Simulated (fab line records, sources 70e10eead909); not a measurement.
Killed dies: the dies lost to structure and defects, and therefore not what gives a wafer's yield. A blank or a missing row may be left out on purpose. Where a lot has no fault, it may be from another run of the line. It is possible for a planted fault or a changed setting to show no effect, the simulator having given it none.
Which tool was responsible?	flow nand harc	24 lots with 72 wafers sampled at 6 steps, on a route of 1302 steps

WHAT THE GAUGES SHOWED, per wafer
Not one reading of a measure or inspect step in the record can be checked against a usual standard deviation.

WHAT TOOL EACH LOT RAN ON (gives the tool, then ch and the chambers of the sampled wafers, and finally the start)
lot	NHARC_A_STAIRCASE_HM_DEP_456	NHARC_A_STAIRCASE_DESCUM_291	NHARC_A_STAIRCASE_ETCH_453	NHARC_A_STAIRCASE_ALD_415	NHARC_A_STAIRCASE_DEP_322	NHARC_A_STAIRCASE_ETCH_444
L075	acl dep-02 ch 0, day 16 09:47	rie diel-11 ch 0,2,3, day 16 23:56	rie diel-08 ch 0,2,3, day 17 13:00 or earlier	ald hk-01 ch 0,1, day 17 13:00	pecvd-04 ch 1,2, day 18 10:38	rie diel-01 ch 1,2, day 19 09:10
L076	acl dep-03 ch 0, day 16 20:35	rie diel-01 ch 0,1,3, day 17 11:01	rie diel-11 ch 2,3, day 17 21:49 or earlier	ald hk-04 ch 1,2,3, day 17 21:49	pecvd-01 ch 0,2, day 18 20:31	rie diel-01 ch 1,3, day 19 17:05
L074	acl dep-03 ch 0, day 17 00:37	rie diel-11 ch 1,2, day 17 12:43	rie diel-01 ch 0,3, day 18 02:26 or earlier	ald hk-03 ch 1,2,3, day 18 02:26	pecvd-01 ch 0,1,2, day 19 04:17	rie diel-11 ch 0,3, day 19 17:37
L077	acl dep-02 ch 0, day 17 13:52	rie diel-11 ch 0,1, day 17 23:18	rie diel-01 ch 0,3, day 18 06:24 or earlier	ald hk-03 ch 1,2, day 18 06:24	pecvd-02 ch 0,1,2, day 19 03:52	rie diel-01 ch 0,1, day 19 19:54
L078	acl dep-02 ch 0, day 17 15:25	rie diel-11 ch 0,2,3, day 18 01:03	rie diel-08 ch 1,3, day 18 08:33 or earlier	ald hk-03 ch 0,1,3, day 18 08:33	pecvd-04 ch 0,1,2, day 19 03:52	rie diel-11 ch 0,2,3, day 19 19:58
L080	acl dep-03 ch 0, day 18 05:55	rie diel-08 ch 0,1,3, day 18 14:44	rie diel-08 ch 0,2,3, day 18 22:07 or earlier	ald hk-01 ch 0,1,3, day 18 22:07	pecvd-02 ch 0,1, day 19 18:42	rie diel-08 ch 0,2,3, day 20 10:38
L079	acl dep-02 ch 0, day 18 10:51	rie diel-11 ch 0,3, day 18 19:16	rie diel-01 ch 0,2,3, day 19 07:55 or earlier	ald hk-01 ch 0,3, day 19 07:55	pecvd-02 ch 0,1,2, day 20 05:08	rie diel-08 ch 1,2,3, day 20 22:46
L084	acl dep-02 ch 0, day 20 00:29	rie diel-11 ch 0,2, day 20 09:04	rie diel-08 ch 0,3, day 20 19:01 or earlier	ald hk-01 ch 0,1,3, day 20 19:01	pecvd-02 ch 0,1,2, day 21 15:58	rie diel-11 ch 0,1, day 22 12:14
L082	acl dep-03 ch 0, day 20 02:13	rie diel-11 ch 2,3, day 20 11:05	rie diel-11 ch 0,1, day 20 20:58 or earlier	ald hk-04 ch 0,1,2, day 20 20:58	pecvd-04 ch 0,1,2, day 21 15:57	rie diel-08 ch 0,1, day 22 12:59
L081	acl dep-03 ch 0, day 20 04:04	rie diel-11 ch 0,1,3, day 20 16:31	rie diel-01 ch 1,2, day 21 00:29 or earlier	ald hk-03 ch 0,1,2, day 21 00:29	pecvd-04 ch 1,2, day 22 00:58	rie diel-08 ch 0,1,3, day 22 18:31
L083	acl dep-02 ch 0, day 20 15:38	rie diel-08 ch 1,2,3, day 21 00:43	rie diel-01 ch 0,1,3, day 21 08:34 or earlier	ald hk-03 ch 0,1,3, day 21 08:34	pecvd-01 ch 0,1,2, day 22 04:45	rie diel-11 ch 0,1,3, day 22 17:49
L085	acl dep-02 ch 0, day 20 22:11	rie diel-11 ch 0,1,2, day 21 07:47	rie diel-01 ch 0,2,3, day 21 15:26 or earlier	ald hk-03 ch 1,2,3, day 21 15:26	pecvd-02 ch 0,1,2, day 22 13:21	rie diel-11 ch 0,2,3, day 23 09:35
L086	acl dep-02 ch 0, day 20 23:23	rie diel-01 ch 1,2, day 21 09:45	rie diel-08 ch 0,1,3, day 21 17:01 or earlier	ald hk-04 ch 2,3, day 21 17:01	pecvd-04 ch 0,1,2, day 22 13:21	rie diel-08 ch 0,1,2, day 23 10:23
L088	acl dep-02 ch 0, day 21 22:28	rie diel-01 ch 2,3, day 22 07:11	rie diel-08 ch 0,1, day 22 17:58 or earlier	ald hk-01 ch 0,1,3, day 22 17:58	pecvd-02 ch 0,1, day 23 15:35	rie diel-11 ch 0,1, day 24 09:00
L087	acl dep-03 ch 0, day 21 23:52	rie diel-08 ch 2,3, day 22 12:07	rie diel-11 ch 0,2, day 23 00:43 or earlier	ald hk-01 ch 0,3, day 23 00:43	pecvd-02 ch 0,1,2, day 23 21:03	rie diel-01 ch 0,3, day 24 15:47
L089	acl dep-02 ch 0, day 22 02:13	rie diel-01 ch 1,2, day 22 14:08	rie diel-01 ch 0,2, day 23 00:16 or earlier	ald hk-04 ch 1,2, day 23 00:16	pecvd-04 ch 0,2, day 23 21:05	rie diel-08 ch 1,2,3, day 24 16:34
L090	acl dep-02 ch 0, day 22 23:51	rie diel-01 ch 0,1, day 23 10:50	rie diel-08 ch 0,1,3, day 23 18:31 or earlier	ald hk-03 ch 0,1,3, day 23 18:31	pecvd-04 ch 0,1,2, day 24 17:17	rie diel-08 ch 0,1,3, day 25 11:58
L091	acl dep-01 ch 0, day 23 00:54	rie diel-01 ch 0,1,3, day 23 11:47	rie diel-08 ch 1,2,3, day 23 19:50 or earlier	ald hk-04 ch 0,1,3, day 23 19:50	pecvd-02 ch 0,1,2, day 24 17:17	rie diel-11 ch 0,2,3, day 25 11:56
L092	acl dep-02 ch 0, day 23 10:08	rie diel-08 ch 1,2,3, day 23 18:22	rie diel-01 ch 1,3, day 24 02:14 or earlier	ald hk-04 ch 0,1,3, day 24 02:14	pecvd-01 ch 0,1, day 24 17:24	rie diel-01 ch 1,3, day 25 12:37
L093	acl dep-02 ch 0, day 24 06:01	rie diel-11 ch 0,2,3, day 24 14:17	rie diel-08 ch 0,1,2, day 24 21:18 or earlier	ald hk-01 ch 0,1, day 24 21:18	pecvd-01 ch 0,2, day 25 17:43	rie diel-11 ch 0,2,3, day 26 10:46
L094	acl dep-03 ch 0, day 24 06:58	rie diel-11 ch 1,2,3, day 24 16:33	rie diel-11 ch 0,1,2, day 24 23:47 or earlier	ald hk-01 ch 0,1,3, day 24 23:47	pecvd-04 ch 1,2, day 25 17:53	rie diel-08 ch 0,2,3, day 26 10:20
L097	acl dep-03 ch 0, day 25 11:45	rie diel-11 ch 2,3, day 25 22:14	rie diel-11 ch 2,3, day 26 05:53 or earlier	ald hk-04 ch 0,2, day 26 05:53	pecvd-04 ch 0,2, day 27 04:20	rie diel-01 ch 1,2,3, day 27 21:25
L096	acl dep-01 ch 0, day 25 12:10	rie diel-01 ch 1,2,3, day 25 22:26	rie diel-08 ch 1,2, day 26 06:01 or earlier	ald hk-03 ch 0,1,2, day 26 06:01	pecvd-01 ch 0,1,2, day 27 04:20	rie diel-08 ch 1,3, day 27 21:16
L095	acl dep-01 ch 0, day 25 23:43	rie diel-01 ch 0,2,3, day 26 13:00	rie diel-08 ch 0,2,3, day 27 00:47 or earlier	ald hk-04 ch 0,1,2, day 27 00:47	pecvd-01 ch 0,1, day 27 23:05	rie diel-01 ch 0,1,2, day 28 18:13
- NHARC_A_STAIRCASE_HM_DEP_456: deposits aC, target thk 3100 nm.
- NHARC_A_STAIRCASE_DESCUM_291: chemistry O2, time 3 s.
- NHARC_A_STAIRCASE_ETCH_453: etches the open film in CF4/O2, target depth 30 nm, overetch 3 nm, time 16.5 s.
- NHARC_A_STAIRCASE_ALD_415: deposits SiO2, target thk 30 nm, pulse time 6 s, ald cycles 300.
- NHARC_A_STAIRCASE_DEP_322: deposits SiO2, target thk 7200 nm.
- NHARC_A_STAIRCASE_ETCH_444: etches the open film in C4F8/O2, target depth 20400 nm, time 6800 s.

WHAT THE TOOLS THEMSELVES READ (means of the sampled wafers that have a number; where no wafer has one, the mark that the record gives instead)
NHARC_A_STAIRCASE_HM_DEP_456. Usual: 35.000 % for throttle valve pct, sd 0.0086.
lot	tool	throttle valve pct (%)	flag
L075	acl dep-02	35.002	
L076	acl dep-03	35.002	
L074	acl dep-03	35.001	
L077	acl dep-02	35.002	
L078	acl dep-02	35.001	
L080	acl dep-03	35.003	
L079	acl dep-02	35.003	
L084	acl dep-02	35.000	
L082	acl dep-03	34.994	
L081	acl dep-03	35.006	
L083	acl dep-02	34.999	
L085	acl dep-02	34.999	
L086	acl dep-02	35.008	
L088	acl dep-02	35.001	
L087	acl dep-03	34.991	
L089	acl dep-02	34.997	
L090	acl dep-02	34.999	
L091	acl dep-01	34.995	
L092	acl dep-02	35.001	
L093	acl dep-02	34.998	
L094	acl dep-03	34.999	
L097	acl dep-03	35.002	
L096	acl dep-01	34.997	
L095	acl dep-01	34.991	

NHARC_A_STAIRCASE_DESCUM_291. Usual: drypump motor current A 5.7 A, standard deviation 0.49; o2 flow sccm 199.9 sccm, standard deviation 0.55; oes product au 1.005 a.u., standard deviation 0.0099; rf vpp V 57.8 V, standard deviation 0.91; showerhead plenum p Torr 1.93 Torr, standard deviation 0.076; throttle valve pct 11.310 %, standard deviation 0.0088.
lot	tool	drypump motor current A (A)	o2 flow sccm (sccm)	oes product au (a.u.)	rf vpp V (V)	showerhead plenum p Torr (Torr)	throttle valve pct (%)	flag
L075	rie diel-11	5.8	199.3	1.008	57.2	1.97	11.312	
L076	rie diel-01	5.7	199.8	1.007	58.3	1.96	11.312	
L074	rie diel-11	5.2	200.2	1.016	57.8	1.92	11.310	
L077	rie diel-11	5.6	200.7	1.000	57.8	1.91	11.317	
L078	rie diel-11	5.7	200.4	1.012	58.6	1.97	11.308	
L080	rie diel-08	5.6	200.0	1.001	58.0	1.94	11.300	
L079	rie diel-11	5.7	199.9	1.000	57.5	1.99	11.309	
L084	rie diel-11	6.3	199.6	1.005	58.4	1.94	11.307	
L082	rie diel-11	5.3	199.7	1.005	57.6	1.98	11.310	
L081	rie diel-11	5.6	199.6	1.004	58.2	1.94	11.306	
L083	rie diel-08	5.7	199.7	0.993	57.7	1.91	11.306	
L085	rie diel-11	5.7	199.7	1.004	57.3	1.93	11.311	
L086	rie diel-01	6.0	199.9	1.010	58.0	1.88	11.308	
L088	rie diel-01	6.0	199.7	1.010	57.4	1.80	11.321	
L087	rie diel-08	5.8	200.2	1.004	57.6	1.87	11.317	
L089	rie diel-01	6.0	199.9	1.003	58.3	1.88	11.306	
L090	rie diel-01	5.6	199.3	1.011	58.6	2.01	11.314	
L091	rie diel-01	5.7	200.1	0.996	57.7	1.94	11.302	
L092	rie diel-08	5.7	199.7	1.003	57.5	1.90	11.314	
L093	rie diel-11	5.8	200.4	1.019	58.6	1.96	11.311	
L094	rie diel-11	5.2	199.9	1.010	57.8	1.95	11.311	
L097	rie diel-11	5.3	200.3	1.012	57.9	1.97	11.306	
L096	rie diel-01	5.9	199.5	0.997	57.9	1.94	11.310	
L095	rie diel-01	5.7	199.9	0.990	57.4	1.98	11.304	

NHARC_A_STAIRCASE_ETCH_453. Usual: value, then standard deviation, for each; drypump motor current A 5.7 A / 0.36; o2 flow sccm 20.00 sccm / 0.061; oes_o_777_au 0.999 a.u. / 0.0042; oes product au 1.004 a.u. / 0.01; rf vpp V 197.9 V / 1.3; showerhead plenum p Torr 1.34 Torr / 0.051; throttle valve pct 13.398 % / 0.0084.
lot	tool	drypump motor current A (A)	o2 flow sccm (sccm)	oes_o_777_au (a.u.)	oes product au (a.u.)	rf vpp V (V)	showerhead plenum p Torr (Torr)	throttle valve pct (%)	flag
L075	rie diel-08	5.6	19.97	0.999	1.001	198.0	1.33	13.406	
L076	rie diel-11	5.3	19.97	1.000	1.021	198.9	1.40	13.393	
L074	rie diel-01	5.6	20.02	0.997	0.986	198.6	1.34	13.411	
L077	rie diel-01	5.6	20.01	1.000	0.992	197.9	1.34	13.398	
L078	rie diel-08	5.7	20.10	1.005	1.004	197.3	1.34	13.397	
L080	rie diel-08	5.6	19.96	0.998	1.002	198.7	1.33	13.396	
L079	rie diel-01	5.8	20.00	1.002	0.999	198.3	1.33	13.399	
L084	rie diel-08	5.5	19.99	0.999	1.008	197.6	1.34	13.392	
L082	rie diel-11	6.1	20.04	0.996	1.011	197.2	1.33	13.399	
L081	rie diel-01	6.1	20.04	1.000	1.024	196.3	1.28	13.403	
L083	rie diel-01	5.7	20.04	0.999	1.003	199.0	1.36	13.398	
L085	rie diel-01	5.8	20.00	1.004	1.000	197.1	1.32	13.400	
L086	rie diel-08	5.6	19.98	1.002	1.004	198.4	1.35	13.401	
L088	rie diel-08	5.4	20.02	1.003	1.005	198.7	1.36	13.403	
L087	rie diel-11	5.8	20.04	0.996	1.003	198.1	1.36	13.395	
L089	rie diel-01	6.0	19.99	0.996	1.007	197.9	1.31	13.399	
L090	rie diel-08	5.6	19.99	0.998	1.001	198.1	1.34	13.397	
L091	rie diel-08	5.7	20.01	1.000	0.993	197.4	1.33	13.392	
L092	rie diel-01	5.8	20.00	0.999	0.995	197.4	1.32	13.397	
L093	rie diel-08	5.5	20.01	0.995	1.010	197.7	1.34	13.394	
L094	rie diel-11	5.7	20.01	1.000	1.006	198.4	1.34	13.396	
L097	rie diel-11	5.3	19.96	1.001	1.007	198.2	1.38	13.401	
L096	rie diel-08	5.6	20.05	0.998	1.004	198.5	1.34	13.401	
L095	rie diel-08	5.6	19.98	0.999	1.008	197.0	1.31	13.397	

NHARC_A_STAIRCASE_ALD_415. Usual: heater power w 453 W, standard deviation 50; precursor pulse height rel 1.000, standard deviation 0.019.
lot	tool	heater power w (W)	precursor pulse height rel	flag
L075	ald hk-01	431	1.005	
L076	ald hk-04	491	0.985	
L074	ald hk-03	487	1.011	
L077	ald hk-03	473	0.999	
L078	ald hk-03	449	1.001	
L080	ald hk-01	426	1.010	
L079	ald hk-01	428	0.992	
L084	ald hk-01	432	0.969	
L082	ald hk-04	437	0.993	
L081	ald hk-03	456	0.998	
L083	ald hk-03	452	0.994	
L085	ald hk-03	488	1.026	
L086	ald hk-04	528	1.005	
L088	ald hk-01	435	1.007	
L087	ald hk-01	435	0.991	
L089	ald hk-04	445	0.994	
L090	ald hk-03	442	0.989	
L091	ald hk-04	452	1.011	
L092	ald hk-04	450	1.002	
L093	ald hk-01	440	1.008	
L094	ald hk-01	432	0.997	
L097	ald hk-04	437	1.009	
L096	ald hk-03	447	0.982	
L095	ald hk-04	427	0.993	

NHARC_A_STAIRCASE_DEP_322. Usual: 638 W for heater power w, sd 120.
lot	tool	heater power w (W)	flag
L075	pecvd-04	668	
L076	pecvd-01	657	
L074	pecvd-01	640	
L077	pecvd-02	565	
L078	pecvd-04	711	
L080	pecvd-02	606	
L079	pecvd-02	582	
L084	pecvd-02	583	
L082	pecvd-04	674	
L081	pecvd-04	608	
L083	pecvd-01	632	
L085	pecvd-02	576	
L086	pecvd-04	668	
L088	pecvd-02	609	
L087	pecvd-02	553	
L089	pecvd-04	592	
L090	pecvd-04	689	
L091	pecvd-02	597	
L092	pecvd-01	708	
L093	pecvd-01	594	
L094	pecvd-04	663	
L097	pecvd-04	689	
L096	pecvd-01	662	
L095	pecvd-01	678	

NHARC_A_STAIRCASE_ETCH_444. Usual: oes product au 0.937 a.u., standard deviation 0.019; rf vpp V 808 V, standard deviation 4.1.
lot	tool	oes product au (a.u.)	rf vpp V (V)	flag
L075	rie diel-01	0.929	806	
L076	rie diel-01	0.923	806	
L074	rie diel-11	0.943	812	
L077	rie diel-01	0.922	813	
L078	rie diel-11	0.951	810	
L080	rie diel-08	0.934	807	
L079	rie diel-08	0.935	806	
L084	rie diel-11	0.934	806	
L082	rie diel-08	0.932	810	
L081	rie diel-08	0.926	808	
L083	rie diel-11	0.921	809	
L085	rie diel-11	0.930	810	
L086	rie diel-08	0.923	807	
L088	rie diel-11	0.922	806	
L087	rie diel-01	0.956	807	
L089	rie diel-08	0.986	806	
L090	rie diel-08	0.973	808	
L091	rie diel-11	0.931	810	
L092	rie diel-01	0.974	806	
L093	rie diel-11	0.934	809	
L094	rie diel-08	0.941	804	
L097	rie diel-01	0.926	808	
L096	rie diel-08	0.931	807	
L095	rie diel-01	0.928	812	

THE ANSWER, worked out from the rows above alone
Rule: take the mean of a lot's wafers that have a number; if it is more than 3 standard deviations from the usual mean, the lot is off. Also off: a lot with no number at a reading for which 4 or more lots have one. Where the step has rows for the other lots, those lots are counted as sound. After the gauges, taken in route order, come the tools' own readings; for these a lot's mean is taken, as printed above. At the first step where some lot is off, the reading lying furthest off is the one used; lots without a number count as furthest.
Across all readings shown, no lot is off: no conclusion can be drawn from this.

WHAT THE SIMULATOR PUT IN
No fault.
